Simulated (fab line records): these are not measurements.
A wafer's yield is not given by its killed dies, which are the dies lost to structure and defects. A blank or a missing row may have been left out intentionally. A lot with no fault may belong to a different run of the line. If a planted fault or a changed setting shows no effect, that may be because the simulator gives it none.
fab line records	flow nandHarc
record: lots: 12	wafers: 36	lastDay: 24
route steps=1159 shown A_M0@1008 END@1159
lots with no fault: from the same line, run without faults
startH: hours from the record's first day to the start of the lot's first wafer shown	waitH: how many hours have passed since the lot's step before this one	" the same as in the row above	L1.1+2: one row covering several wafers at once	- no value, or no start was given	* or withheld: withheld	< > ~ a bound
route shown NAME@n: NAME is a module with steps in the file, n the number in the route of the first one	usual: the fault-free wafers' mean and standard deviation	same: alike in all rows	chamber/n: place in a boat	sites: each site's reading	_std_site: how widely they spread, as a standard deviation	_edge_site: inner sites' mean taken away from outer sites' mean	radiusMm: for every site, how far away it sits from the centre of the wafer	mask NAME#n: copy n	behind: tool/chamber where the wafer was last shaped	hold: cause of the lot's hold/its duration in hours/its outcome	device: the transistor (n, p or np) that didn't switch	end of line: tests run on the same wafers once the route is complete	a step given without rows: its recipe and nothing more	killed: dies that structure and defects cost at the first sort, which is not the same as the wafer's yield	map: shows each die of a wafer: x if killed, . if not, _ if none is there
set.NAME: the setting as run; set.NAME@STEP: as run at that earlier step	model.NAME: the simulator's own value behind a step, which no gauge read
steps of the route over a sample of lots; a table a step, a row a wafer
services: when a tool's chamber went out of use (startH, in hours from the record's first day, below 0 if earlier), for how many hours, and the reason
== steps ==
step: NHARC_A_M0_ETCH_34
recipe: targetDepthA: 400	overetchA: 120	timeS: 43.94	ionEnergyEv: 200	n2FlowSccm: 150	h2FlowSccm: 150	arFlowSccm: 0	rfW: 400	biasW: 150	chemistry: N2/H2
usual: drypumpMotorCurrentA: 5.8/0.44	oesProductAu: 0.996/0.011	rfVppV: 431/3.6	showerheadPlenumPTorr: 2.07/0.13	throttleValvePct: 14.171/0.0091
same: timeS: 43.94
lot.wafer	tool	chamber	startH	waitH	drypumpMotorCurrentA	oesProductAu	rfHoursCounterH	rfVppV	showerheadPlenumPTorr	throttleValvePct
L769.2	rieDiel-10	2	401.01	0.1	4.9	0.978	3	424	1.89	14.174
L769.3	"	3	"	"	6.0	0.982	3	431	2.02	14.158
L769.4	"	1	"	"	5.4	0.995	2	433	2.09	14.164
L771.1	rieDiel-12	2	410.12	0.1	5.4	1.009	2	435	2.20	14.173
L771.3	"	3	"	"	5.9	0.986	2	427	1.90	14.170
L771.6	"	0	"	"	6.4	1.006	-	434	2.20	14.165
L773.2	rieDiel-10	3	418.22	0.1	6.0	0.985	4	430	2.02	14.166
L773.5	"	3	"	"	6.0	0.986	-	432	2.02	14.168
L773.6	"	0	"	"	5.3	0.984	-	427	1.90	14.164
L775.2	rieDiel-12	3	429.43	0.1	6.0	0.985	3	427	1.90	14.178
L775.6	"	3	"	"	6.0	0.990	-	427	1.90	14.173
L775.5	"	0	"	"	6.4	1.000	-	435	2.20	14.164
L777.2	rieDiel-06	1	448.66	0.1	5.9	1.001	1	426	1.89	14.170
L777.1	"	2	"	"	5.9	1.001	2	433	2.19	14.158
L777.6	"	2	"	"	5.9	1.007	-	434	2.19	14.182
L776.2	rieDiel-06	2	449.10	0.1	6.0	1.011	2	435	2.19	14.166
L776.6	"	0	"	"	5.3	1.012	-	433	2.12	14.178
L776.5	"	1	"	"	5.9	1.004	-	425	1.89	14.180
L778.3	rieDiel-12	3	458.77	0.1	6.0	0.989	5	425	1.90	14.171
L778.4	"	0	"	"	6.4	0.993	5	434	2.19	14.173
L778.5	"	0	"	"	6.4	0.990	-	434	2.19	14.177
L780.2	rieDiel-06	0	465.74	0.1	5.3	0.874	4	433	2.12	14.168
L780.3	"	1	"	"	5.9	0.858	2	426	1.89	14.167
L780.4	"	0	"	"	5.3	0.869	-	432	2.12	14.168
L781.4	rieDiel-06	0	483.13	0.1	5.3	0.861	4	433	2.12	14.170
L781.3	"	1	"	"	5.9	0.858	2	426	1.89	14.171
L781.6	"	1	"	"	5.9	1.004	-	427	1.89	14.183
L787.1	rieDiel-12	1	522.18	0.1	6.2	0.981	9	433	2.12	14.166
L787.2	"	2	"	"	5.4	0.982	10	435	2.20	14.169
L787.5	"	3	"	"	6.0	0.975	-	427	1.89	14.172
L789.3	rieDiel-10	3	526.33	0.1	6.0	0.986	13	430	2.01	14.169
L789.1	"	0	"	"	5.3	1.014	13	427	1.90	14.173
L789.5	"	1	"	"	5.5	0.997	-	433	2.08	14.184
L791.3	rieDiel-12	2	529.70	0.1	5.4	0.979	10	435	2.20	14.176
L791.1	"	0	"	"	6.4	0.985	10	434	2.19	14.154
L791.5	"	3	"	"	6.0	0.991	-	426	1.89	14.175
step: NHARC_A_M0_CD_MEAS_16
usual: cdNm: 79.6/0.97
lot.wafer	tool	chamber	startH	waitH	cdNm
L769.2	cdSem-03	-	401.23	-	79.9
L769.3	"	-	"	"	80.5
L769.4	"	-	"	"	80.6
L771.1	cdSem-03	-	410.32	-	80.0
L771.3	"	-	"	"	79.9
L771.6	"	-	"	"	80.9
L773.2	cdSem-01	-	418.43	-	80.6
L773.5	"	-	"	"	80.8
L773.6	"	-	"	"	79.2
L775.2	cdSem-01	-	429.65	-	79.6
L775.5	"	-	"	"	80.6
L775.6	"	-	"	"	80.9
L777.1	cdSem-03	-	448.87	-	80.0
L777.2	"	-	"	"	79.8
L777.6	"	-	"	"	78.8
L776.2	cdSem-01	-	449.30	-	80.0
L776.5	"	-	"	"	79.3
L776.6	"	-	"	"	79.8
L778.3	cdSem-01	-	458.99	-	79.8
L778.4	"	-	"	"	78.7
L778.5	"	-	"	"	78.6
L780.2	cdSem-01	-	465.98	-	80.4
L780.3	"	-	"	"	79.4
L780.4	"	-	"	"	78.9
L781.3	cdSem-03	-	483.35	-	78.9
L781.4	"	-	"	"	80.0
L781.6	"	-	"	"	80.0
L787.1	cdSem-03	-	522.38	-	78.8
L787.2	"	-	"	"	80.1
L787.5	"	-	"	"	79.8
L789.1	cdSem-03	-	526.56	-	80.6
L789.3	"	-	"	"	78.0
L789.5	"	-	"	"	80.1
L791.1	cdSem-01	-	529.92	-	79.7
L791.3	"	-	"	"	81.3
L791.5	"	-	"	"	79.3
step: NHARC_A_M0_DEGAS_28
recipe: tempC: 250	timeS: 60
usual: heaterPowerW: 333/35	susceptorTempC: 249.98/0.22
same: timeS: 60
lot.wafer	tool	chamber	startH	waitH	heaterPowerW	susceptorTempC
L769.2	pvdSputter-03	-	401.90	-	311	249.50
L769.4	"	-	"	"	328	250.23
L769.3	"	-	"	"	328	249.89
L771.3	pvdSputter-02	-	410.94	-	342	249.53
L771.1	"	-	"	"	321	250.21
L771.6	"	-	"	"	334	249.92
L773.2	pvdSputter-02	-	419.08	-	336	250.08
L773.6	"	-	"	"	318	249.72
L773.5	"	-	"	"	395	250.31
L775.2	pvdSputter-01	-	430.29	-	363	249.89
L775.5	"	-	"	"	360	250.25
L775.6	"	-	"	"	328	249.88
L777.2	pvdSputter-01	-	449.50	-	367	249.82
L777.1	"	-	"	"	260	249.96
L777.6	"	-	"	"	333	249.95
L776.2	pvdSputter-03	-	449.98	-	338	249.84
L776.6	"	-	"	"	323	249.78
L776.5	"	-	"	"	346	250.25
L778.4	pvdSputter-01	-	459.70	-	256	250.00
L778.3	"	-	"	"	371	249.75
L778.5	"	-	"	"	370	249.79
L780.4	pvdSputter-01	-	466.60	-	344	-
L780.2	"	-	"	"	260	-
L780.3	"	-	"	"	362	-
L781.4	pvdSputter-03	-	483.98	-	330	250.14
L781.3	"	-	"	"	323	250.14
L781.6	"	-	"	"	364	250.30
L787.1	pvdSputter-02	-	523.02	-	395	250.16
L787.2	"	-	"	"	335	249.81
L787.5	"	-	"	"	296	250.09
L789.1	pvdSputter-01	-	527.20	-	263	-
L789.3	"	-	"	"	376	-
L789.5	"	-	"	"	332	-
L791.1	pvdSputter-02	-	530.55	-	322	249.68
L791.3	"	-	"	"	402	249.90
L791.5	"	-	"	"	318	250.24
step: NHARC_A_M0_CMP_23
recipe: tOverpolishS: 20	targetThkNm: 113.75
usual: motorCurrentA: 12.0/1.6	retainingRingPressureFrac: 1.000/0.005	timeToEndpointS: 29.9/2.9
same: tOverpolishS: 20
lot.wafer	tool	chamber	startH	waitH	motorCurrentA	retainingRingPressureFrac	timeToEndpointS
L769.3	cmp-03	3	403.03	-	10.2	0.997	32.8
L769.4	"	0	"	"	12.3	1.004	32.1
L769.2	"	2	"	"	14.5	1.004	28.5
L771.1	cmp-03	2	412.03	-	14.9	0.995	29.2
L771.3	"	0	"	"	13.2	0.994	30.9
L771.6	"	3	"	"	10.6	1.000	31.1
L773.2	cmp-03	1	420.23	-	12.4	0.996	28.9
L773.6	"	2	"	"	15.6	0.996	26.6
L773.5	"	3	"	"	10.5	0.992	30.7
L775.2	cmp-02	1	431.41	-	11.6	0.995	24.1
L775.5	"	0	"	"	9.4	1.000	32.3
L775.6	"	1	"	"	11.8	0.992	23.1
L777.2	cmp-02	0	450.85	-	9.2	1.002	32.1
L777.1	"	1	"	"	11.8	1.006	27.1
L777.6	"	0	"	"	9.5	0.998	35.4
L776.2	cmp-02	3	451.13	-	11.6	1.005	30.0
L776.6	"	3	"	"	11.6	1.008	31.1
L776.5	"	0	"	"	9.1	1.005	33.6
L778.3	cmp-03	0	460.82	-	13.8	1.001	31.1
L778.4	"	1	"	"	12.8	1.003	27.9
L778.5	"	2	"	"	14.7	0.997	27.9
L780.2	cmp-03	0	467.75	-	13.0	0.996	36.5
L780.3	"	1	"	"	12.5	0.998	29.7
L780.4	"	3	"	"	9.5	0.997	34.2
L781.4	cmp-02	2	485.08	-	12.4	1.003	32.1
L781.3	"	3	"	"	11.7	1.009	31.8
L781.6	"	1	"	"	11.1	0.996	26.8
L787.1	cmp-03	0	524.32	-	13.1	0.996	28.9
L787.2	"	3	"	"	9.9	0.993	30.5
L787.5	"	0	"	"	13.0	1.001	33.0
L789.3	cmp-03	0	528.27	-	12.5	0.995	29.9
L789.1	"	2	"	"	14.6	0.998	27.1
L789.5	"	1	"	"	12.8	1.006	26.5
L791.1	cmp-04	0	531.67	-	11.1	1.000	35.4
L791.3	"	2	"	"	12.6	0.996	31.8
L791.5	"	0	"	"	11.3	0.994	38.9
step: NHARC_END_SORT_01
recipe: tempC: 25
usual: defectLimitedYield: 95.4/1.8	killedAtArray: 28/11	killedAtOther: 0.7/0.88	killedAtPeriphery: 3.1/2.2	killedDies: 31/12	killedOpen: 3.3/2	killedShort: 2.0/1.6	sort_bin_2_pct: 1.5/0.73	sort_bin_3_pct: 0.27/0.22	sort_bin_4_pct: 2.9/1.1	sortNPass: 646/12	sortRimYieldPct: 93/3.9	sortYieldPct: 95.4/1.8
same: grossDies: 677	sort_bin_5_pct[%]: 0	sort_bin_6_pct[%]: 0	sort_bin_7_pct[%]: 0	sort_bin_8_pct[%]: 0	sortRimNGross: 106.00
lot.wafer	tool	chamber	startH	waitH	defectLimitedYield[%]	killedAtArray	killedAtOther	killedAtPeriphery	killedDies	killedOpen	killedShort	sort_bin_2_pct[%]	sort_bin_3_pct[%]	sort_bin_4_pct[%]	sortNPass	sortRimYieldPct[%]	sortYieldPct[%]
L787.1	prober-02	0	570.05	2.5	96.9	11	0	10	21	4	3	1.2	0	1.9	656	95	96.9
L787.2	prober-02	0	570.86	2.8	97.8	12	0	3	15	7	1	0.9	0	1.3	662	96	97.8
L787.5	prober-02	0	573.26	3.7	98.1	13	0	0	13	4	1	0.3	0	1.6	664	100	98.1
killed by level:class
L787.1 P_STI:chamberFilmFlake=5 A_CHANNEL_HOLE_D1:chamberFilmFlake=5 P_CONTACT:geometricParticle:open=1 P_M0:geometricParticle:open=1 A_CHANNEL_FILL_D1:geometricParticle:short=1 A_CHANNEL_FILL_D1:geometricParticle:open=1 A_SGD_CUT:geometricParticle:short=1 A_M0:geometricParticle:short=1
L787.2 A_CHANNEL_FILL_D1:geometricParticle:open=3 A_ONON_D1:geometricParticle:open=2 P_ZERO_WELL:chamberFilmFlake=2 A_CHANNEL_HOLE_D1:chamberFilmFlake=2 A_CONTACT:chamberFilmFlake=2 P_M0:geometricParticle:short=1 A_STAIRCASE:geometricParticle:open=1 A_BLC:geometricParticle:open=1
L787.5 A_CHANNEL_HOLE_D1:chamberFilmFlake=5 A_CONTACT:geometricParticle:open=3 A_ONON_D1:geometricParticle:open=1 A_STAIRCASE:geometricParticle:short=1 A_STAIRCASE:chamberFilmFlake=1 A_SLIT:chamberFilmFlake=1 A_WL_FILL:chamberFilmFlake=1
== services ==
tool	chamber	startH	hours	kind
rieDiel-12	-	379.40	9.0	pm
pvdSputter-01	-	380.41	2.9	repair
rieDiel-06	3	382.19	3.6	repair
rieDiel-06	3	388.27	8.5	repair
pvdSputter-02	-	392.00	10.0	pm
pvdSputter-03	-	392.28	1.3	repair
cmp-03	-	411.00	0.9	repair
pvdSputter-02	-	411.50	4.1	repair
rieDiel-06	-	418.27	9.0	pm
cmp-02	-	422.50	4.0	pm
rieDiel-12	-	424.68	1.2	repair
cmp-02	-	427.69	3.4	repair
rieDiel-06	2	436.20	4.8	repair
cmp-02	-	442.35	6.8	repair
cmp-03	-	450.00	4.0	pm
rieDiel-06	3	464.75	4.4	repair
pvdSputter-01	-	473.36	1.2	repair
pvdSputter-02	-	481.35	2.7	repair
cmp-03	-	485.29	1.7	repair
rieDiel-12	-	487.60	0.5	repair
pvdSputter-01	-	514.01	10.0	pm
cmp-02	-	520.50	4.0	pm
cmp-03	-	526.56	0.8	repair
pvdSputter-01	-	527.49	1.4	repair
== key ==
firstSign: step: NHARC_A_M0_ETCH_34	reading: oesProductAu	direction: down	sigmas: 12	usual: 0.996	struck: 0.864
effect none on later readings
metAt NHARC_A_M0_ETCH_34
struckLots L780,L781
struckWafers L780.2,L780.3,L780.4,L781.3,L781.4
notActingAt NHARC_A_M0_CD_MEAS_16,NHARC_A_M0_DEGAS_28,NHARC_A_M0_CMP_23
onsetBetween 449.10 465.74
fault: kind: processParameterDrift	tool: rieDiel-06	chamber: -	onsetH: 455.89	steps: NHARC_A_M0_ETCH_34	channel: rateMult	offset: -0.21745	shape: step	endH: 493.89	scope: struckWafersOnly
